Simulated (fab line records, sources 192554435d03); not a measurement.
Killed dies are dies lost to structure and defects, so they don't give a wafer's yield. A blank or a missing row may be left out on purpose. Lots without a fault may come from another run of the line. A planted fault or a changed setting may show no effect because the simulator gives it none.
Which tool did it? | flow n5_finfet | 10 lots, 30 wafers sampled, at 3 steps of a route of 1938

WHAT THE GAUGES READ, wafer by wafer
N5_BEOL_M4_RC_MEAS_101. Usual: DIBL_N 36.1 mV/V, standard deviation 1.4; DIBL_P 36.3 mV/V, standard deviation 1.4; IOFF_N 0.154 nA/um, standard deviation 0.021; IOFF_P 0.21 nA/um, standard deviation 0.032; ION_N 670 uA/um, standard deviation 8.1; ION_P 461 uA/um, standard deviation 7; SS_N 71.4 mV/dec, standard deviation 0.49; SS_P 73.3 mV/dec, standard deviation 0.5; VT_N 250.4 mV, standard deviation 2.6; VT_P -250 mV, standard deviation 3.7.
lot  | measured     | on        | DIBL_N (mV/V)  | DIBL_P (mV/V)  | IOFF_N (nA/um)    | IOFF_P (nA/um) | ION_N (uA/um) | ION_P (uA/um) | SS_N (mV/dec)  | SS_P (mV/dec)  | VT_N (mV)         | VT_P (mV)      | flag
L128 | day 8 16:52  | prober-02 | 35.2 36.5 34.0 | 35.6 37.4 34.8 | 0.146 0.168 0.126 | 0.18 0.20 0.17 | 664 671 669   | 451 454 453   | 72.2 72.1 71.1 | 73.3 74.0 73.0 | 253.0 251.3 252.2 | -256 -255 -253 |
L130 | day 9 13:38  | prober-01 | 36.2 36.6 38.0 | 36.9 38.1 40.1 | 0.161 0.170 0.195 | 0.19 0.21 0.25 | 672 673 679   | 455 459 464   | 70.7 71.9 71.2 | 73.9 74.1 73.9 | 249.6 250.5 248.4 | -253 -256 -248 |
L141 | day 11 20:16 | prober-01 | 34.6 35.1 32.7 | 35.6 35.7 31.8 | 0.141 0.139 0.103 | 0.17 0.16 0.12 | 676 673 649   | 457 448 439   | 71.6 71.4 70.6 | 73.4 73.7 72.3 | 252.6 254.0 258.4 | -256 -257 -259 |
L139 | day 12 08:41 | prober-01 | 36.6 35.7 35.4 | 36.9 36.5 35.8 | 0.168 0.154 0.154 | 0.25 0.23 0.23 | 666 666 668   | 461 464 461   | 71.9 71.9 72.2 | 73.8 73.5 73.0 | 248.4 250.2 253.2 | -245 -249 -250 |
L143 | day 12 11:34 | prober-01 | 36.9 37.6 37.7 | 36.0 36.3 35.9 | 0.148 0.162 0.162 | 0.18 0.19 0.19 | 666 672 672   | 446 455 452   | 71.9 71.6 71.9 | 73.8 73.4 73.0 | 250.2 248.8 248.8 | -253 -254 -251 |
L140 | day 12 15:31 | prober-02 | 36.4 36.7 36.9 | 34.8 35.0 35.0 | 0.144 0.152 0.156 | 0.23 0.23 0.23 | 660 663 657   | 461 473 461   | 71.1 71.6 72.1 | 73.0 73.3 72.7 | 251.6 248.9 249.1 | -247 -244 -247 |
L145 | day 12 17:49 | prober-01 | 34.4 34.2 36.5 | 34.7 34.4 35.7 | 0.139 0.137 0.171 | 0.18 0.19 0.20 | 681 682 669   | 467 461 459   | 71.0 70.4 70.6 | 72.9 73.2 73.6 | 249.3 250.0 246.5 | -251 -250 -249 |
L149 | day 14 00:37 | prober-02 | 35.7 35.4 35.3 | 36.6 36.2 36.6 | 0.149 0.144 0.150 | 0.21 0.20 0.21 | 667 667 671   | 460 463 465   | 71.2 71.3 71.4 | 72.6 72.9 73.3 | 250.2 253.2 250.8 | -249 -251 -248 |
L148 | day 14 16:38 | prober-02 | 37.8 37.4 38.6 | 38.2 37.7 39.7 | 0.167 0.154 0.186 | 0.22 0.21 0.24 | 665 661 679   | 453 459 463   | 71.4 71.3 71.7 | 73.6 73.1 73.4 | 249.4 250.7 250.4 | -250 -251 -251 |
L150 | day 15 03:52 | prober-01 | 38.4 36.3 37.2 | 39.0 36.1 37.6 | 0.203 0.148 0.176 | 0.27 0.21 0.25 | 669 668 677   | 463 465 469   | 72.2 71.8 71.7 | 74.1 73.2 73.3 | 247.8 252.4 249.6 | -246 -250 -245 |

N5_BEOL_M6_CD_MEAS_28: target cd 40 nm. Usual: cd_nm 40.05 nm, standard deviation 0.23.
lot  | measured     | on        | cd_nm (nm)        | flag
L128 | day 9 08:24  | cd_sem-02 | 40.07 39.89 40.17 |
L130 | day 10 07:43 | cd_sem-01 | 39.79 40.36 39.75 |
L141 | day 12 14:16 | cd_sem-03 | 39.99 40.14 40.01 |
L139 | day 13 01:53 | cd_sem-01 | 40.19 40.19 39.81 |
L143 | day 13 10:42 | cd_sem-01 | 39.87 40.39 40.12 |
L140 | day 13 10:44 | cd_sem-02 | 40.12 39.92 39.75 |
L145 | day 13 13:04 | cd_sem-01 | 39.96 40.14 40.07 |
L149 | day 14 15:38 | cd_sem-01 | 39.51 39.84 40.25 |
L148 | day 15 11:47 | cd_sem-01 | 40.08 40.05 39.75 |
L150 | day 15 18:25 | cd_sem-02 | 39.85 40.24 40.61 |

WHICH TOOL RAN EACH LOT (tool, then ch and the chambers of the sampled wafers, then the start)
lot  | N5_BEOL_M6_HM_OPEN_17
L128 | rie_metal-02 ch 0,1, day 9 07:04
L130 | rie_metal-03 ch 0,1, day 10 05:58
L141 | rie_metal-03 ch 0,1, day 12 12:38
L139 | rie_metal-01 ch 0,1, day 13 00:58
L143 | rie_metal-01 ch 0,1, day 13 08:37
L140 | rie_metal-01 ch 0,1, day 13 09:14
L145 | rie_metal-01 ch 0,1, day 13 12:28
L149 | rie_metal-02 ch 0,1, day 14 14:53
L148 | rie_metal-01 ch 0,1, day 15 09:39
L150 | rie_metal-01 ch 0,1, day 15 17:48
- N5_BEOL_M6_HM_OPEN_17: chemistry Cl2/BCl3, target TiN, target depth 20 nm, overetch 6 nm.

WHAT THE TOOLS THEMSELVES READ (means of the sampled wafers that have a number; where no wafer has one, the mark that the record gives instead)
N5_BEOL_M6_HM_OPEN_17. Usual: drypump_motor_current_A 5.7 A, standard deviation 0.52; mfc_ar_sccm 25.00 sccm, standard deviation 0.08; oes_product_au 0.66 a.u., standard deviation 0.068; throttle_valve_pct 22.17 %, standard deviation 0.1.
lot  | tool         | drypump_motor_current_A (A) | mfc_ar_sccm (sccm) | oes_product_au (a.u.) | throttle_valve_pct (%) | flag
L128 | rie_metal-02 | 5.5                         | 25.01              | 0.73                  | 22.04                  |
L130 | rie_metal-03 | 5.2                         | 25.08              | 0.62                  | 22.17                  |
L141 | rie_metal-03 | 5.2                         | 25.04              | 0.61                  | 22.18                  |
L139 | rie_metal-01 | 5.8                         | 25.01              | 0.69                  | 22.17                  |
L143 | rie_metal-01 | 6.1                         | 24.97              | 0.64                  | 22.26                  |
L140 | rie_metal-01 | 5.8                         | 25.02              | 0.69                  | 22.19                  |
L145 | rie_metal-01 | 6.2                         | 25.03              | 0.65                  | 22.23                  |
L149 | rie_metal-02 | 5.5                         | 24.85              | 0.68                  | 22.06                  |
L148 | rie_metal-01 | 6.1                         | 25.00              | 0.64                  | 22.23                  |
L150 | rie_metal-01 | 6.1                         | 24.97              | 0.63                  | 22.24                  |

THE ANSWER, worked out from the rows above alone
Rule: a lot is off if the mean of its wafers that have a number lies more than 3 standard deviations from the usual mean. A lot without any number at a reading at which 4 lots or more have one is off too. The other lots that the step has rows for count as sound. The gauges are gone through in route order, then the tools' own readings, and for those a lot's mean is taken as printed above. The first step at which some lot is off is used, and at that step the reading that is off furthest; a lot without a number counts as furthest.
No lot is off at any reading shown: from this, nothing can be told.

WHAT THE SIMULATOR HAD PUT IN
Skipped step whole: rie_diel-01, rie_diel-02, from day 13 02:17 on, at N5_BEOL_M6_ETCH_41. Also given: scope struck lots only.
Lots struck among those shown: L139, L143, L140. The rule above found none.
